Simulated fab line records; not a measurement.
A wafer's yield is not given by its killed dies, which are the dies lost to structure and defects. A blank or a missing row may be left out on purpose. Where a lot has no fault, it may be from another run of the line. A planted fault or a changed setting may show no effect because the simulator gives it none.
Split-lot trial :: flow n5_finfet :: 21 wafers read from 7 lots, route of 1938 steps

== ON THE SPLIT ==
At N5_FIN_CUT_ETCH_21 (etches SOC in N2/H2, target depth 219 nm, overetch 43.8 nm, time 523.5 s), the setting bias_w was moved away from the recipe's 61 W on 5 of the 21 wafers read, by -8.6% to +13.1%. This setting was run at the recipe's value on the other wafers.

Reading taken at the split's own step.

== THE READING ==
rf_vpp_V, in V, at N5_FIN_CUT_ETCH_21 (etches SOC in N2/H2, target depth 219 nm, overetch 43.8 nm, time 523.5 s). Typical for fault-free wafers on this fab line: 240.4 V, with standard deviation 1.4 V.

wafer: L077.2
tool, chamber at the split: rie_diel-04, 3
bias_w as run, W: 61
against the recipe: recipe
rf_vpp_V, V: 241.0
against lot-mates on the recipe: -

wafer: L077.3
tool, chamber at the split: rie_diel-04, 2
bias_w as run, W: 61
against the recipe: recipe
rf_vpp_V, V: 238.4
against lot-mates on the recipe: -

wafer: L077.4
tool, chamber at the split: rie_diel-04, 1
bias_w as run, W: 69.01
against the recipe: +13.1%
rf_vpp_V, V: 259.6
against lot-mates on the recipe: +19.9

wafer: L078.1
tool, chamber at the split: rie_diel-04, 2
bias_w as run, W: 61
against the recipe: recipe
rf_vpp_V, V: 239.9
against lot-mates on the recipe: -

wafer: L078.2
tool, chamber at the split: rie_diel-04, 3
bias_w as run, W: 61
against the recipe: recipe
rf_vpp_V, V: 241.6
against lot-mates on the recipe: -

wafer: L078.6
tool, chamber at the split: rie_diel-04, 1
bias_w as run, W: 61
against the recipe: recipe
rf_vpp_V, V: 240.4
against lot-mates on the recipe: -

wafer: L079.2
tool, chamber at the split: rie_diel-04, 0
bias_w as run, W: 63.91
against the recipe: +4.8%
rf_vpp_V, V: 248.6
against lot-mates on the recipe: +9.7

wafer: L079.5
tool, chamber at the split: rie_diel-04, 1
bias_w as run, W: 63.91
against the recipe: +4.8%
rf_vpp_V, V: 248.7
against lot-mates on the recipe: +9.8

wafer: L079.6
tool, chamber at the split: rie_diel-04, 2
bias_w as run, W: 61
against the recipe: recipe
rf_vpp_V, V: 238.9
against lot-mates on the recipe: -

wafer: L080.3
tool, chamber at the split: rie_diel-04, 2
bias_w as run, W: 61
against the recipe: recipe
rf_vpp_V, V: 239.5
against lot-mates on the recipe: -

wafer: L080.4
tool, chamber at the split: rie_diel-04, 3
bias_w as run, W: 61
against the recipe: recipe
rf_vpp_V, V: 242.2
against lot-mates on the recipe: -

wafer: L080.5
tool, chamber at the split: rie_diel-04, 2
bias_w as run, W: 56.25
against the recipe: -7.8%
rf_vpp_V, V: 224.8
against lot-mates on the recipe: -16.0

wafer: L083.2
tool, chamber at the split: rie_diel-03, 3
bias_w as run, W: 61
against the recipe: recipe
rf_vpp_V, V: 239.2
against lot-mates on the recipe: -

wafer: L083.3
tool, chamber at the split: rie_diel-03, 2
bias_w as run, W: 61
against the recipe: recipe
rf_vpp_V, V: 241.5
against lot-mates on the recipe: -

wafer: L083.5
tool, chamber at the split: rie_diel-03, 0
bias_w as run, W: 61
against the recipe: recipe
rf_vpp_V, V: 238.3
against lot-mates on the recipe: -

wafer: L084.1
tool, chamber at the split: rie_diel-04, 3
bias_w as run, W: 61
against the recipe: recipe
rf_vpp_V, V: 239.5
against lot-mates on the recipe: -

wafer: L084.2
tool, chamber at the split: rie_diel-04, 0
bias_w as run, W: 61
against the recipe: recipe
rf_vpp_V, V: 241.9
against lot-mates on the recipe: -

wafer: L084.4
tool, chamber at the split: rie_diel-04, 1
bias_w as run, W: 61
against the recipe: recipe
rf_vpp_V, V: 242.1
against lot-mates on the recipe: -

wafer: L085.2
tool, chamber at the split: rie_diel-03, 1
bias_w as run, W: 61
against the recipe: recipe
rf_vpp_V, V: 240.3
against lot-mates on the recipe: -

wafer: L085.5
tool, chamber at the split: rie_diel-03, 3
bias_w as run, W: 55.78
against the recipe: -8.6%
rf_vpp_V, V: 227.0
against lot-mates on the recipe: -12.2

wafer: L085.6
tool, chamber at the split: rie_diel-03, 1
bias_w as run, W: 61
against the recipe: recipe
rf_vpp_V, V: 238.1
against lot-mates on the recipe: -

FIT RESULTS
A straight line over all 21 wafers: rf_vpp_V changes by +1.62 V for each +1% of bias_w; r = +0.98; the points scatter about the line by 1.5 V.
The same after taking each lot's own level away (the mean of its wafers on the recipe; 21 wafers): +1.66 V for each +1%; r = +0.98; scatter 1.5 V.
Per that fit: largest bias_w move, reading shift of 22 V.
From 238.90 to 241.17 V: that is the span of the lots' own levels, equal to 1.6 times the standard deviation above.
Hence the lot-to-lot level has little effect on the slope; both slopes agree.
Check: +23.9 V against its lot-mates is what the line predicts for one of the wafers moved furthest among these (+13.1%) when that wafer is left out of the fit. Against them it came out at +19.9 V.
Tool readings at the split's step, against how far the setting was moved: rf_vpp_V r = +0.98.

== THESE WAFERS: OTHER SPLITS ==
Note: prior to the reading, these wafers also went through further splits. Each is held against what the fit with the lots' levels taken away leaves over:
other split on the same wafers: N5_WELL_APT_COAT_19 spin_rpm
wafers away from the commonest value: 5
r with rf_vpp_V (lot level and that fit taken away): -0.10

other split on the same wafers: N5_WELL_APT_EXPOSE_22 dose_mj
wafers away from the commonest value: 4
r with rf_vpp_V (lot level and that fit taken away): +0.14

other split on the same wafers: N5_PMOS_HMC_CHANNEL_EPI_ETCH_32 bias_w
wafers away from the commonest value: 5
r with rf_vpp_V (lot level and that fit taken away): -0.01

== THE FILE'S OWN FIT ==
rf_vpp_V changes by +1.63 V for each +1% of bias_w, r = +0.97.
